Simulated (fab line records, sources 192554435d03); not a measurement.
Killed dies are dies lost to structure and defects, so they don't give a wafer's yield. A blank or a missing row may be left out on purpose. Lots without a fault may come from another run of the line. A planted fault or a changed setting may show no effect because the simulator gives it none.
Chamber matching | flow n5_finfet | N5_BEOL_M6_CURE_74 on uv_cure-02: 3 sister chambers
The step cures SiCOH lowk, time 240 s. 3 wafers are shown with their chamber, then 9 later ones without.

WAFERS WITH THEIR CHAMBER
wafer  | chamber | wafer_temp_C_max
L079.6 | 0       | 386.5
L091.6 | 1       | 387.2
L092.4 | 2       | 387.1

WAFERS WITHOUT THEIR CHAMBER
wafer  | wafer_temp_C_max
L093.1 | 387.3
L093.3 | 386.7
L093.6 | 387.3
L095.1 | 387.0
L095.3 | 386.9
L095.4 | 387.3
L097.1 | 386.7
L097.3 | 386.9
L097.5 | 386.5

WHICH CHAMBER EACH WENT THROUGH
wafer  | from the rows above          | in truth
L093.1 | can't be placed: 1 or 2      | 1
L093.3 | can't be placed: 0 or 2      | 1
L093.6 | can't be placed: 1 or 2      | 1
L095.1 | can't be placed: 2 or 1      | 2
L095.3 | can't be placed: 2 or 1 or 0 | 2
L095.4 | can't be placed: 1 or 2      | 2
L097.1 | can't be placed: 0 or 2      | 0
L097.3 | can't be placed: 2 or 1 or 0 | 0
L097.5 | 0                            | 0
Placed correctly: 1 of 9. Can't be placed from these rows: 8 (the true chamber is among the candidates in 7). Placed wrongly: 0.
How it was worked out, from the rows above alone: a wafer's distance from a chamber is the root of the sum, over the readings, of the square of ((its reading less the chamber's mean) divided by the reading's scatter). The wafer belongs to the nearest chamber; if the next one is less than 2 further off, it can't be placed. A chamber's mean is the mean of its shown wafers. The scatter: with one shown wafer a chamber, the root of the mean of the squares of how far each hidden wafer lies from its nearest shown one.
